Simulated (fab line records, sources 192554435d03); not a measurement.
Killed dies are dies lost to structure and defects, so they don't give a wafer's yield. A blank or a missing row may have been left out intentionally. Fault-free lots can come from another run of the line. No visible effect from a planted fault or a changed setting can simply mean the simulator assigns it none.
fab line records	flow n5Finfet
record lots=9	wafers=27	lastDay=18
route steps=1938 shown FIN_SAQP@97 BEOL_M4@1111 PASSIVATION@1936
lots that met no fault: taken from a fault-free run of the same line
startH: start of the lot's first displayed wafer, in hours after the record's first day	waitH: hours from the lot's prior step to this one	" unchanged from the row above	L1.1+2: a single row standing in for several wafers	- value missing, or start not given	* or withheld: withheld	< > ~ a bound
route shown NAME@n: NAME is a module with steps in the file, n the number in the route of the first one	usual: average and standard deviation across the fault-free wafers	same: alike in all rows	chamber/n: place in a boat	sites: the reading at each site	_std_site: the standard deviation of these	_edge_site: inner sites' mean taken away from outer sites' mean	radiusMm: for every site, how far away it sits from the centre of the wafer	mask NAME#n: copy n	behind: the most recent tool/chamber to have shaped the wafer	hold: why the lot was held/for how many hours/how that ended	device: the transistor (n, p or np) that didn't switch	end of line: the tests these same wafers got at the end of their route	a step without rows: its recipe alone	killed: not the wafer's yield, but the dies lost to structure and defects at the first sort	map: the dies of a wafer, with x for killed, . for not killed, _ for no die there
set.NAME: the setting that was run; set.NAME@STEP: the one run at that earlier step	model.NAME: the simulator's own value behind a step, which no gauge read
route steps across a sampled set of lots; one table per step, one row per wafer
services: a tool's chamber out of use, with start hour (startH, from the record's first day; less than 0 if before it), hours out, and reason
## steps
# step N5_FIN_SAQP_THK_MEAS_05
# usual thkNm=38.1/0.57
lot.wafer	tool	chamber	startH	waitH	thkNm
L988.1	filmMetro-02	-	38.99	0.1	38.2
L988.2	"	-	"	"	38.5
L988.4	"	-	"	"	38.5
L991.2	filmMetro-01	-	58.88	0.1	37.6
L991.3	"	-	"	"	37.6
L991.4	"	-	"	"	38.4
L993.2	filmMetro-02	-	70.09	0.1	37.9
L993.3	"	-	"	"	37.9
L993.6	"	-	"	"	38.0
L994.3	filmMetro-01	-	75.75	0.1	38.0
L994.4	"	-	"	"	38.8
L994.5	"	-	"	"	38.8
L996.2	filmMetro-01	-	88.32	0.1	38.1
L996.5	"	-	"	"	38.8
L996.6	"	-	"	"	38.6
L997.1	filmMetro-01	-	93.68	0.1	37.1
L997.2	"	-	"	"	37.8
L997.5	"	-	"	"	37.9
L998.2	filmMetro-02	-	100.67	0.1	37.0
L998.4	"	-	"	"	38.3
L998.6	"	-	"	"	38.1
L101.1	filmMetro-02	-	118.43	0.1	38.0
L101.2	"	-	"	"	38.0
L101.6	"	-	"	"	38.9
L108.1	filmMetro-02	-	158.31	0.1	37.1
L108.4	"	-	"	"	38.3
L108.6	"	-	"	"	37.3
# step N5_FIN_SAQP_ETCH_52
# recipe chemistry=N2/H2	target=SOC	targetDepthA=1000	overetchA=200	maskMaterial=SiARC	tempC=40	timeS=150	ionEnergyEv=200	pressureMtorr=30	sourceW=840	biasW=150	n2FlowSccm=200	h2FlowSccm=200	ends=endPoint
# usual chamberPressureMTorr=29.999/0.028	drypumpMotorCurrentA=5.7/0.43	oesProductAu=0.68/0.042	rfFwdPowerW=836.4/2.7	rfVppV=523/3	showerheadPlenumPTorr=2.53/0.098	throttleValvePct=17.89/0.24
lot.wafer	tool	chamber	startH	waitH	chamberPressureMTorr	drypumpMotorCurrentA	oesProductAu	rfFwdPowerW	rfHoursCounterH	rfVppV	showerheadPlenumPTorr	throttleValvePct
L988.1	rieDiel-06	0	42.16	0.0	29.948	6.0	0.74	833.2	96	528	2.67	17.81
L988.2	"	3	"	"	30.036	5.7	0.75	834.3	86	528	2.66	17.60
L988.4	"	2	"	"	30.015	5.6	0.65	835.7	169	521	2.43	17.81
L991.2	rieDiel-01	2	59.78	0.0	29.993	6.3	0.63	839.7	187	526	2.63	17.65
L991.3	"	0	"	"	29.971	5.5	0.76	833.3	36	525	2.59	17.52
L991.4	"	1	"	"	30.004	6.1	0.67	839.0	149	524	2.56	18.08
L993.2	rieDiel-06	2	71.06	0.0	30.040	5.6	0.65	830.8	178	520	2.43	17.85
L993.3	"	3	"	"	30.034	5.7	0.73	840.9	96	527	2.65	17.59
L993.6	"	3	"	"	29.962	5.7	0.74	842.8	-	527	2.65	17.61
L994.3	rieDiel-06	0	76.63	0.0	29.986	6.0	0.72	831.3	108	528	2.67	17.84
L994.4	"	2	"	"	29.955	5.5	0.65	835.2	180	520	2.42	17.84
L994.5	"	0	"	"	30.022	6.0	0.72	835.6	-	527	2.66	17.83
L996.2	rieDiel-06	3	89.20	0.0	30.011	5.7	0.73	835.7	102	528	2.65	17.61
L996.5	"	2	"	"	29.962	5.6	0.64	834.9	-	521	2.42	17.86
L996.6	"	1	"	"	29.975	5.8	0.66	837.8	-	524	2.53	18.26
L997.1	rieDiel-06	3	94.44	0.0	30.056	5.7	0.73	837.4	103	528	2.65	17.62
L997.2	"	0	"	"	29.973	6.0	0.72	1042.2	113	491	2.66	17.85
L997.5	"	1	"	"	29.964	5.8	0.66	835.6	-	523	2.53	18.28
L998.2	rieDiel-05	1	101.55	0.0	30.006	6.6	0.61	834.1	237	519	2.42	18.30
L998.4	"	0	"	"	30.013	5.3	0.71	837.5	126	519	2.36	18.15
L998.6	"	3	"	"	30.019	5.1	0.67	843.7	-	525	2.51	17.71
L101.1	rieDiel-06	1	119.31	0.0	30.027	5.7	0.65	839.1	216	523	2.53	18.29
L101.2	"	0	"	"	30.014	6.0	0.71	1033.6	121	491	2.66	17.83
L101.6	"	3	"	"	30.024	5.7	0.73	835.1	-	529	2.65	17.64
L108.1	rieDiel-01	2	159.06	0.0	29.997	6.3	0.61	837.4	222	526	2.61	17.71
L108.4	"	3	"	"	30.010	5.3	0.65	829.5	210	523	2.53	17.85
L108.6	"	1	"	"	29.998	6.1	0.65	840.5	-	524	2.54	18.15
# step N5_FIN_SAQP_SPACER1_ALD_24
# recipe material=SiO2	targetThkA=203	tempC=300	aldPrecursorFamily=BDEAS	aldCoReactant=O2-plasma	pulseTimeS=1	purgeTimeS=2	coReactantPurgeTimeS=2	aldCycles=218	pressureTorr=2
# usual heaterPowerW=477/59	precursorPulseHeightRel=1.001/0.02
lot.wafer	tool	chamber	startH	waitH	heaterPowerW	precursorPulseHeightRel
L988.1	aldSin-01	3	43.36	0.3	436	1.005
L988.2	"	2	"	"	522	1.021
L988.4	"	0	"	"	452	0.997
L991.2	aldSin-04	1	60.79	0.3	431	1.005
L991.3	"	3	"	"	554	1.016
L991.4	"	2	"	"	563	1.039
L993.2	aldSin-02	2	72.06	0.3	496	1.026
L993.3	"	0	"	"	440	0.991
L993.6	"	2	"	"	485	0.993
L994.3	aldSin-01	0	77.67	0.2	464	1.004
L994.4	"	1	"	"	394	0.972
L994.5	"	1	"	"	389	1.025
L996.2	aldSin-01	0	91.12	1.2	467	0.997
L996.5	"	1	"	"	394	1.027
L996.6	"	0	"	"	479	0.994
L997.1	aldSin-04	0	97.09	1.9	511	1.043
L997.2	"	2	"	"	570	0.999
L997.5	"	1	"	"	436	0.964
L998.2	aldSin-02	0	102.55	0.3	441	1.021
L998.4	"	2	"	"	481	0.997
L998.6	"	2	"	"	472	1.001
L101.1	aldSin-02	1	121.06	1.0	401	0.965
L101.2	"	0	"	"	452	1.016
L101.6	"	0	"	"	432	1.035
L108.1	aldSin-04	1	160.43	0.6	434	0.987
L108.4	"	3	"	"	567	1.023
L108.6	"	3	"	"	555	0.999
# step N5_FIN_SAQP_SPACER1_ETCHBACK_25
# recipe chemistry=CHF3/O2	mode=anisotropicEtchback	target=SiO2	targetDepthA=244	timeS=12.2	pressureMtorr=30	sourceW=650	biasW=170	Ar_flow_sccm=200	CHF3_flow_sccm=50	O2_flow_sccm=5	ionEnergyEv=200
# usual chamberPressureMTorr=30.003/0.029	drypumpMotorCurrentA=5.7/0.45	oes_ar_750_au=0.75/0.044	oesProductAu=0.74/0.047	rfVppV=522/8.1	showerheadPlenumPTorr=2.38/0.088	throttleValvePct=18.97/0.16
lot.wafer	tool	chamber	startH	waitH	chamberPressureMTorr	drypumpMotorCurrentA	oes_ar_750_au	oesProductAu	rfHoursCounterH	rfVppV	showerheadPlenumPTorr	throttleValvePct
L988.1	rieDiel-05	3	44.32	0.6	29.967	5.2	0.77	0.76	152	512	2.42	18.91
L988.2	"	2	"	"	29.991	5.4	0.72	0.71	192	533	2.31	18.95
L988.4	"	0	"	"	30.028	5.3	0.80	0.79	104	517	2.24	19.04
L991.2	rieDiel-05	2	61.73	0.6	30.028	5.4	0.71	0.70	199	534	2.31	18.96
L991.3	"	1	"	"	30.051	6.6	0.70	0.69	225	512	2.30	19.31
L991.4	"	0	"	"	29.983	5.3	0.79	0.80	112	518	2.23	19.06
L993.2	rieDiel-06	0	72.78	0.4	30.017	6.0	0.79	0.78	107	518	2.52	18.84
L993.3	"	2	"	"	30.018	5.6	0.73	0.73	179	525	2.29	18.87
L993.6	"	1	"	"	30.013	5.8	0.75	0.74	-	525	2.40	19.21
L994.3	rieDiel-01	3	78.47	0.5	30.052	5.3	0.74	0.74	181	527	2.40	18.86
L994.4	"	1	"	"	30.042	6.1	0.75	0.74	157	511	2.40	19.05
L994.5	"	0	"	"	29.994	5.5	0.84	0.84	-	521	2.45	18.64
L996.2	rieDiel-05	0	91.93	0.5	29.972	5.3	0.79	0.77	122	515	2.23	19.07
L996.5	"	2	"	"	29.998	5.4	0.71	0.70	-	534	2.31	18.99
L996.6	"	1	"	"	30.020	6.6	0.69	0.69	-	512	2.30	19.32
L997.1	rieDiel-06	1	97.81	0.4	29.957	5.7	0.75	0.74	209	526	2.40	19.22
L997.2	"	2	"	"	30.003	5.5	0.73	0.72	186	527	2.29	18.85
L997.5	"	3	"	"	29.963	5.7	0.80	0.81	-	535	2.53	18.93
L998.2	rieDiel-05	3	103.30	0.4	29.990	5.1	0.75	0.73	175	512	2.41	18.94
L998.4	"	0	"	"	29.992	5.3	0.78	0.77	126	517	2.23	19.10
L998.6	"	1	"	"	30.002	6.6	0.69	0.67	-	512	2.30	19.32
L101.1	rieDiel-06	3	121.83	0.4	30.016	5.7	0.79	0.80	110	537	2.52	18.94
L101.2	"	2	"	"	29.992	5.6	0.72	0.72	194	525	2.29	18.86
L101.6	"	1	"	"	30.054	5.8	0.74	0.73	-	523	2.40	19.22
L108.1	rieDiel-05	2	161.15	0.4	30.008	5.4	0.69	0.69	235	532	2.30	19.04
L108.4	"	0	"	"	30.005	5.3	0.76	0.76	149	517	2.22	19.13
L108.6	"	3	"	"	29.975	5.1	0.73	0.72	-	513	2.40	18.99
# step N5_BEOL_M4_RC_MEAS_101
# usual DIBL_N=35.9/1.4	DIBL_P=35.9/1.7	IOFF_N=0.160/0.026	IOFF_P=0.21/0.036	ION_N=672/11	ION_P=461/8.1	SS_N=71.4/0.54	SS_P=73.2/0.67	VT_N=249.3/2.7	VT_P=-250/3.9
lot.wafer	tool	chamber	startH	waitH	DIBL_N[mV/V]	DIBL_P[mV/V]	IOFF_N[nA/um]	IOFF_P[nA/um]	ION_N[uA/um]	ION_P[uA/um]	SS_N[mV/dec]	SS_P[mV/dec]	VT_N[mV]	VT_P[mV]
L988.1	prober-02	0	196.80	0.0	36.3	36.2	0.161	0.22	674	462	71.1	74.1	249.6	-247
L988.2	"	0	"	"	38.0	39.1	0.208	0.28	682	465	72.0	73.7	246.3	-248
L988.4	"	0	"	"	36.7	35.7	0.169	0.21	674	454	71.8	73.2	250.4	-247
L991.2	prober-01	0	197.59	0.2	35.8	37.4	0.168	0.24	689	473	71.4	73.3	248.0	-249
L991.3	"	0	"	"	37.2	38.3	0.183	0.24	681	463	71.7	73.6	246.9	-247
L991.4	"	0	"	"	35.4	36.6	0.158	0.21	666	459	70.7	73.8	249.3	-252
L994.3	prober-02	0	221.33	0.3	35.6	34.3	0.140	0.19	666	456	71.3	72.4	253.3	-252
L994.4	"	0	"	"	35.7	35.1	0.142	0.19	663	457	70.9	72.9	251.2	-250
L994.5	"	0	"	"	36.2	34.6	0.146	0.19	670	462	71.1	72.4	250.4	-250
L993.2	prober-02	0	222.69	0.2	36.4	37.4	0.167	0.19	688	457	70.5	74.0	249.1	-254
L993.3	"	0	"	"	34.8	35.2	0.132	0.16	673	456	71.3	73.0	249.8	-256
L993.6	"	0	"	"	36.5	36.9	0.172	0.20	679	463	70.6	73.3	248.2	-251
L996.2	prober-01	0	232.21	0.2	35.7	36.3	0.153	0.19	676	455	70.7	74.0	248.6	-255
L996.5	"	0	"	"	32.5	31.9	0.104	0.14	658	448	70.6	72.7	258.3	-257
L996.6	"	0	"	"	36.7	37.0	0.161	0.20	663	452	71.4	74.8	250.6	-255
L997.1	prober-02	0	250.04	0.0	38.3	39.4	0.204	0.25	676	464	72.0	73.9	243.8	-250
L997.2	"	0	"	"	35.8	36.3	0.158	0.20	686	466	71.6	72.9	248.7	-250
L997.5	"	0	"	"	36.1	36.8	0.169	0.21	687	463	71.7	72.5	245.5	-251
L998.2	prober-01	0	250.47	0.2	37.2	37.7	0.182	0.26	679	476	71.4	73.8	245.9	-247
L998.4	"	0	"	"	33.9	32.7	0.125	0.18	672	458	71.0	72.8	253.8	-249
L998.6	"	0	"	"	36.1	35.5	0.163	0.21	674	461	71.4	73.1	249.0	-250
L101.1	prober-01	0	265.84	0.0	36.9	35.9	0.178	0.21	678	461	72.2	73.9	247.4	-249
L101.2	"	0	"	"	35.4	34.5	0.158	0.20	664	453	72.0	72.6	249.4	-252
L101.6	"	0	"	"	35.4	34.0	0.147	0.18	662	445	71.9	73.1	252.3	-254
L108.1	prober-02	0	316.26	0.0	36.1	36.2	0.149	0.18	665	456	71.0	72.9	252.6	-253
L108.4	"	0	"	"	35.0	35.4	0.136	0.17	678	459	70.9	73.7	253.1	-255
L108.6	"	0	"	"	38.2	39.4	0.190	0.24	675	462	71.5	74.2	249.5	-248
# step N5_PASSIVATION_PROBE_49
# usual defectLimitedYield=90.9/1.5	killed_at_M0_to_M3=35/10	killed_at_M4_up=14/5.2	killedAtContacts=13/7.3	killedAtFrontEnd=42/12	killedAtOther=3.4/2.5	killedDies=108/18	killedOpen=70/13	killedShort=35/8	sort_bin_5_function=5.4/1	sort_bin_6_memory=3.4/0.71	sort_bin_8_speed=0.00/0.0099	sortNPass=1072/18	sortYieldPct=90.9/1.5
# same grossDies=1180	killedAtBackSide=0	sort_bin_4_leakage[%]=0
lot.wafer	tool	chamber	startH	waitH	defectLimitedYield[%]	killed_at_M0_to_M3	killed_at_M4_up	killedAtContacts	killedAtFrontEnd	killedAtOther	killedDies	killedOpen	killedShort	sort_bin_5_function[%]	sort_bin_6_memory[%]	sort_bin_8_speed[%]	sortNPass	sortYieldPct[%]
L994.3	prober-01	-	317.58	0.1	88.8	42	7	19	60	4	132	85	41	5.9	4.7	0	1048	88.8
L994.4	prober-01	-	317.63	0.2	91.4	34	13	15	39	1	102	61	39	5.0	3.2	0	1078	91.4
L994.5	prober-01	-	317.68	0.2	89.2	43	13	20	51	1	128	83	39	5.3	4.7	0	1052	89.2
# killed by level:class
L994.3 STI_FIN_REVEAL:geometricParticle:open=27 MOL_CONTACT_COAG:geometricParticle:open=14 BEOL_M0_SAQP:geometricParticle:short=11 BEOL_M3:geometricParticle:open=8 GATE_CUT:geometricParticle:short=8 BEOL_M0_SAQP:geometricParticle:open=7 FIN_SAQP:geometricParticle:open=6 STI_FIN_REVEAL:geometricParticle:short=5
L994.4 MOL_CONTACT_COAG:geometricParticle:open=13 BEOL_M0_SAQP:geometricParticle:short=10 BEOL_M0_SAQP:geometricParticle:open=9 STI_FIN_REVEAL:geometricParticle:open=6 GATE_CUT:geometricParticle:short=6 FIN_SAQP:geometricParticle:open=5 STI_FIN_REVEAL:geometricParticle:short=4 BEOL_M1:geometricParticle:open=4
L994.5 MOL_CONTACT_COAG:geometricParticle:open=18 BEOL_M0_SAQP:geometricParticle:short=14 BEOL_M0_SAQP:geometricParticle:open=13 STI_FIN_REVEAL:geometricParticle:open=12 GATE_CUT:geometricParticle:short=8 FIN_SAQP:geometricParticle:open=6 STARTING-WAFER:geometricParticle:open=6 BEOL_M3:geometricParticle:open=6
## services
tool	chamber	startH	hours	kind
rieDiel-05	1	35.97	1.5	repair
rieDiel-01	-	38.30	0.8	repair
rieDiel-01	-	39.22	13.9	repair
aldSin-02	-	44.44	6.1	pm
aldSin-02	-	52.11	6.0	pm
aldSin-04	1	63.88	16.2	repair
aldSin-02	2	64.17	2.7	repair
aldSin-02	-	85.25	14.0	pm
aldSin-02	0	85.25	14.0	ventCycle
aldSin-02	1	85.25	14.0	ventCycle
aldSin-02	2	85.25	14.0	ventCycle
aldSin-02	3	85.25	14.0	ventCycle
aldSin-01	-	93.35	1.7	repair
aldSin-02	0	99.25	-	clean
aldSin-02	1	99.25	-	clean
aldSin-02	2	99.25	-	clean
aldSin-02	-	113.32	0.2	repair
rieDiel-06	2	130.51	8.3	repair
rieDiel-05	1	139.24	-	clean
rieDiel-05	1	139.24	-	consumableReplace:focusRing
rieDiel-05	1	139.24	-	consumableReplace:showerhead
rieDiel-05	1	139.24	12.1	scheduledDown
rieDiel-05	1	139.24	12.1	ventCycle
rieDiel-06	3	159.99	6.8	repair
## key
firstSign step=N5_FIN_SAQP_ETCH_52	reading=rfFwdPowerW	direction=up	sigmas=75	usual=*	struck=*
effect step=N5_FIN_SAQP_ETCH_52	reading=rfVppV	direction=down	sigmas=11	usual=523	struck=491
metAt N5_FIN_SAQP_ETCH_52
struckLots L997,L101
struckWafers L997.2,L101.2
notActingAt N5_FIN_SAQP_THK_MEAS_05,N5_FIN_SAQP_SPACER1_ALD_24,N5_FIN_SAQP_SPACER1_ETCHBACK_25
onsetBetween 76.63 94.44
fault kind=processParameterDrift	tool=rieDiel-06	chamber=0	onsetH=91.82	steps=N5_FIN_SAQP_ETCH_52	channel=sourceW	offset=201.6	shape=step	endH=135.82	actsIn=theseRecipesOnly	stated=840
